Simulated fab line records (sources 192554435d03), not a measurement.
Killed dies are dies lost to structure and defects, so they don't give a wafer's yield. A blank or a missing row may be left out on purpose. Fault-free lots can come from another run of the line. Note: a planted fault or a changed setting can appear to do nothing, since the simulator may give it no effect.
One fault seen from 2 desks || flow n5Finfet || what lay behind the numbers comes last; until then each desk has only its own

TOOL OWNER'S DESK, arfiScanner-02
The tool's own readings at N5_BEOL_M10_EXPOSE_08 (exposes mask M10): means of the sampled wafers that have a number, for each lot that ran on this tool. A lot is out of limits, marked OUT, if its mean lies more than 4 standard deviations from the usual mean; the brackets give that distance.
Columns: A = exposureDoseMJCm2 at N5_BEOL_M10_EXPOSE_08, usual 53.72
{"lot": "L927", "first seen here": "day 12 20:22", "A": 53.77}
{"lot": "L933", "first seen here": "day 14 15:03", "A": 53.71}
{"lot": "L941", "first seen here": "day 16 10:35", "A": 53.70}
This desk found nothing out of limits on any of the 3 lots.

THE DEFECT DESK
Counts from the inspections along the route, per lot, as means over the sampled wafers that have a number. A lot is out of limits, marked OUT, if its mean lies more than 4 standard deviations from the usual mean; the brackets give that distance.
Columns: A = rawDefectCount at N5_BEOL_M9_INSPECT_58, usual 74
{"lot": "L921", "first seen here": "day 11 13:19", "A": 74}
{"lot": "L922", "first seen here": "day 11 17:50", "A": 89}
{"lot": "L927", "first seen here": "day 12 17:50", "A": 90}
{"lot": "L926", "first seen here": "day 12 18:10", "A": 75}
{"lot": "L929", "first seen here": "day 13 00:53", "A": 73}
{"lot": "L934", "first seen here": "day 14 11:54", "A": 63}
{"lot": "L932", "first seen here": "day 14 11:58", "A": 77}
{"lot": "L933", "first seen here": "day 14 12:25", "A": 96}
{"lot": "L939", "first seen here": "day 15 20:43", "A": 56}
{"lot": "L941", "first seen here": "day 16 09:10", "A": 53}
{"lot": "L940", "first seen here": "day 16 09:25", "A": 97}
{"lot": "L942", "first seen here": "day 16 18:01", "A": 52}
{"lot": "L944", "first seen here": "day 17 01:46", "A": 72}
{"lot": "L943", "first seen here": "day 17 01:52", "A": 65}
This desk found nothing out of limits on any of the 14 lots.

TAKEN TOGETHER
The desk of the tool owner found nothing out of limits.
Nothing out of limits was seen by the defect desk.

WHAT THE SIMULATOR HAD PUT IN
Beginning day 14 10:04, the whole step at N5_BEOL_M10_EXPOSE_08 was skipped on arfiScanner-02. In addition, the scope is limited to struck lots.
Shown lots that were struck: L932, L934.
